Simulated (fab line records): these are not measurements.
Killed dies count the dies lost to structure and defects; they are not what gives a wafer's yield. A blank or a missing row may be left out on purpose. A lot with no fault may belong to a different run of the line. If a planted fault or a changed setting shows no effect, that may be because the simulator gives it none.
Which tool was responsible? | flow n5Finfet | Sampling: 10 lots, 30 wafers, 4 of 1938 route steps

== WHAT THE GAUGES SHOWED, per wafer ==
N5_BEOL_M5_CD_MEAS_11: target cd 27.74 nm. Usual: cdNm at 27.95 nm, with a standard deviation of 0.25.
lot  | measured     | on       | cdNm (nm)         | flag
L375 | day 8 16:01  | cdSem-03 | 28.19 27.83 27.86 | 
L382 | day 11 02:53 | cdSem-02 | 27.77 27.40 28.00 | 
L385 | day 11 11:07 | cdSem-03 | 29.66 29.45 29.35 | OFF
L386 | day 12 06:30 | cdSem-03 | 29.11 28.86 28.94 | OFF
L384 | day 12 06:52 | cdSem-03 | 28.75 28.70 28.91 | OFF
L390 | day 12 17:47 | cdSem-01 | 27.91 27.85 28.05 | 
L392 | day 13 17:13 | cdSem-03 | 27.97 27.65 27.81 | 
L394 | day 13 20:16 | cdSem-02 | 28.22 27.92 27.95 | 
L397 | day 14 23:31 | cdSem-02 | 28.10 28.26 28.15 | 
L398 | day 15 02:47 | cdSem-03 | 28.18 28.17 28.06 | 

N5_BEOL_M5_INSPECT_13: inspects for defects (brightfield). Usual: rawDefectCount at 425, with a standard deviation of 99.
lot  | measured     | on               | rawDefectCount | flag
L375 | day 8 16:07  | defectInspect-01 | 267 420 421    | 
L382 | day 11 02:58 | defectInspect-02 | 291 381 505    | 
L385 | day 11 11:13 | defectInspect-01 | 382 373 341    | 
L386 | day 12 06:35 | defectInspect-01 | 353 500 352    | 
L384 | day 12 06:57 | defectInspect-02 | 496 735 443    | 
L390 | day 12 17:52 | defectInspect-02 | 406 353 439    | 
L392 | day 13 17:19 | defectInspect-02 | 473 313 683    | 
L394 | day 13 20:22 | defectInspect-01 | 413 396 367    | 
L397 | day 14 23:36 | defectInspect-01 | 544 419 432    | 
L398 | day 15 02:52 | defectInspect-02 | 423 552 494    | 

== WHICH TOOL RAN EACH LOT (tool, then ch and the chambers of the sampled wafers, then the start) ==
lot  | N5_BEOL_M4_DEP_57               | N5_BEOL_M5_EXPOSE_08
L375 | pecvd-04 ch 0,1,2, day 8 12:46  | euvScanner-01 ch 0, day 8 15:53
L382 | pecvd-02 ch 0,2, day 10 23:48   | euvScanner-01 ch 0, day 11 02:45
L385 | pecvd-04 ch 0,1,2, day 11 07:32 | euvScanner-01 ch 0, day 11 10:59
L386 | pecvd-01 ch 0,2, day 12 02:10   | euvScanner-01 ch 0, day 12 06:23
L384 | pecvd-02 ch 0,1, day 12 02:58   | euvScanner-01 ch 0, day 12 06:44
L390 | pecvd-02 ch 0,2, day 12 13:59   | euvScanner-02 ch 0, day 12 17:40
L392 | pecvd-01 ch 0,1,2, day 13 14:21 | euvScanner-02 ch 0, day 13 17:06
L394 | pecvd-04 ch 1,2, day 13 17:08   | euvScanner-02 ch 0, day 13 20:09
L397 | pecvd-02 ch 0,1,2, day 14 19:49 | euvScanner-02 ch 0, day 14 23:23
L398 | pecvd-01 ch 0,1, day 14 22:31   | euvScanner-02 ch 0, day 15 02:40
- N5_BEOL_M4_DEP_57: deposits SiCN from 3MS/NH3, target thk 8 nm, time 14 s.
- N5_BEOL_M5_EXPOSE_08: exposes mask M5, target cd 28 nm.

== WHAT THE TOOLS THEMSELVES READ (means of the sampled wafers that have a number; where no wafer has one, the mark that the record gives instead) ==
N5_BEOL_M4_DEP_57. Usual: showerheadPlenumPTorr 3.666 Torr, standard deviation 0.013; throttleValvePct 9.2 %, standard deviation 0.65.
lot  | tool     | showerheadPlenumPTorr (Torr) | throttleValvePct (%) | flag
L375 | pecvd-04 | 3.669                        | 9.1                  | 
L382 | pecvd-02 | 3.673                        | 8.6                  | 
L385 | pecvd-04 | 3.667                        | 9.1                  | 
L386 | pecvd-01 | 3.661                        | 9.3                  | 
L384 | pecvd-02 | 3.662                        | 9.8                  | 
L390 | pecvd-02 | 3.668                        | 8.3                  | 
L392 | pecvd-01 | 3.665                        | 9.4                  | 
L394 | pecvd-04 | 3.684                        | 9.3                  | 
L397 | pecvd-02 | 3.665                        | 9.1                  | 
L398 | pecvd-01 | 3.661                        | 8.9                  | 

N5_BEOL_M5_EXPOSE_08. Usual: exposureDoseMJCm2 35.67, standard deviation 0.042; reticleTempC 22.99 C, standard deviation 0.098.
lot  | tool          | exposureDoseMJCm2 | reticleTempC (C) | flag
L375 | euvScanner-01 | 35.69             | 23.12            | 
L382 | euvScanner-01 | 35.64             | 22.99            | 
L385 | euvScanner-01 | 38.12             | 23.10            | OFF
L386 | euvScanner-01 | 37.24             | 22.99            | OFF
L384 | euvScanner-01 | 36.88             | 23.00            | OFF
L390 | euvScanner-02 | 35.70             | 22.88            | 
L392 | euvScanner-02 | 35.70             | 22.86            | 
L394 | euvScanner-02 | 35.74             | 23.04            | 
L397 | euvScanner-02 | 35.70             | 22.97            | 
L398 | euvScanner-02 | 35.68             | 23.06            | 

== THE ANSWER, worked out from the rows above alone ==
Rule: a lot counts as off when the mean over its wafers that have a number is more than 3 standard deviations away from the usual mean. A lot without any number at a reading at which 4 lots or more have one is off too. Any other lot the step has rows for is counted as sound. First the gauges in route order, then the tools' own readings, where a lot's mean is used as printed above. At the first step where some lot is off, the reading lying furthest off is the one used; lots without a number count as furthest.
Off, at N5_BEOL_M5_CD_MEAS_11 on cdNm: L385, L386, L384.
A tool fits if, at a process step before that reading, it ran every lot that is off, and no sound lot after the first of them. Not tried: the gauges at N5_BEOL_M5_CD_MEAS_11; whatever is off there is also off at N5_BEOL_M5_EXPOSE_08, on other tools, and gauge error can't account for it. One fits: N5_BEOL_M5_EXPOSE_08 on euvScanner-01. A fault onset in the window from L382 (day 11 02:45, its last sound lot) to L385 (day 11 10:59, its first lot off) fits.
The tool's own readings at N5_BEOL_M5_EXPOSE_08 bear it out: on the lots that are off they differ by more than 5 times the standard deviation of the sound lots' means. exposureDoseMJCm2 reads 37.41 there against 35.69 on the sound lots.

== WHAT WAS PUT IN BY THE SIMULATOR ==
Process parameter drift: euvScanner-01, from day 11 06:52 on, at N5_BEOL_M5_EXPOSE_08. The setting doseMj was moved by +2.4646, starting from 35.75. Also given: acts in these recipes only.
Struck lots among those shown: L385, L386, L384. Same finding as the rule above.
